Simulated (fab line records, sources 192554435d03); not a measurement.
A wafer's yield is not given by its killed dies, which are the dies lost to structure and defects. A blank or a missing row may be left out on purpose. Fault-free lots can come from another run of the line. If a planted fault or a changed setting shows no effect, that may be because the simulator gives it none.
Chamber matching :: flow n5_finfet :: N5_GATE_CUT_STRIP_59 on rie_diel-04: 4 sister chambers
The step strips in N2/H2, time 20 s. 4 wafers are shown with their chamber, then 10 later ones without.

EACH WAFER AND ITS CHAMBER
wafer: L085.1
chamber: 2
showerhead_plenum_p_Torr (Torr): 3.28

wafer: L085.5
chamber: 0
showerhead_plenum_p_Torr (Torr): 3.33

wafer: L086.3
chamber: 1
showerhead_plenum_p_Torr (Torr): 3.48

wafer: L086.4
chamber: 3
showerhead_plenum_p_Torr (Torr): 3.39

WAFERS WHOSE CHAMBER IS MISSING
wafer: L086.5
showerhead_plenum_p_Torr (Torr): 3.33

wafer: L089.2
showerhead_plenum_p_Torr (Torr): 3.39

wafer: L089.3
showerhead_plenum_p_Torr (Torr): 3.48

wafer: L089.6
showerhead_plenum_p_Torr (Torr): 3.39

wafer: L090.1
showerhead_plenum_p_Torr (Torr): 3.27

wafer: L090.2
showerhead_plenum_p_Torr (Torr): 3.39

wafer: L090.6
showerhead_plenum_p_Torr (Torr): 3.27

wafer: L096.1
showerhead_plenum_p_Torr (Torr): 3.47

wafer: L096.2
showerhead_plenum_p_Torr (Torr): 3.32

wafer: L096.3
showerhead_plenum_p_Torr (Torr): 3.27

THE CHAMBER EACH PASSED THROUGH
wafer: L086.5
from the rows above: 0
in truth: 0

wafer: L089.2
from the rows above: 3
in truth: 3

wafer: L089.3
from the rows above: 1
in truth: 1

wafer: L089.6
from the rows above: 3
in truth: 3

wafer: L090.1
from the rows above: 2
in truth: 2

wafer: L090.2
from the rows above: 3
in truth: 3

wafer: L090.6
from the rows above: 2
in truth: 2

wafer: L096.1
from the rows above: 1
in truth: 1

wafer: L096.2
from the rows above: 0
in truth: 0

wafer: L096.3
from the rows above: 2
in truth: 2
Correctly placed: 10 of 10. Number that these rows cannot place: 0. Placed wrongly: 0.
How it was worked out, from the rows above alone: a wafer's distance from a chamber is the root of the sum, over the readings, of the square of ((its reading less the chamber's mean) divided by the reading's scatter). The wafer belongs to the nearest chamber; if the next one is less than 2 further off, it can't be placed. Each chamber's mean is taken over the wafers shown for it. The scatter: root of mean squared gap, hidden wafer to nearest shown wafer, with one shown wafer a chamber.
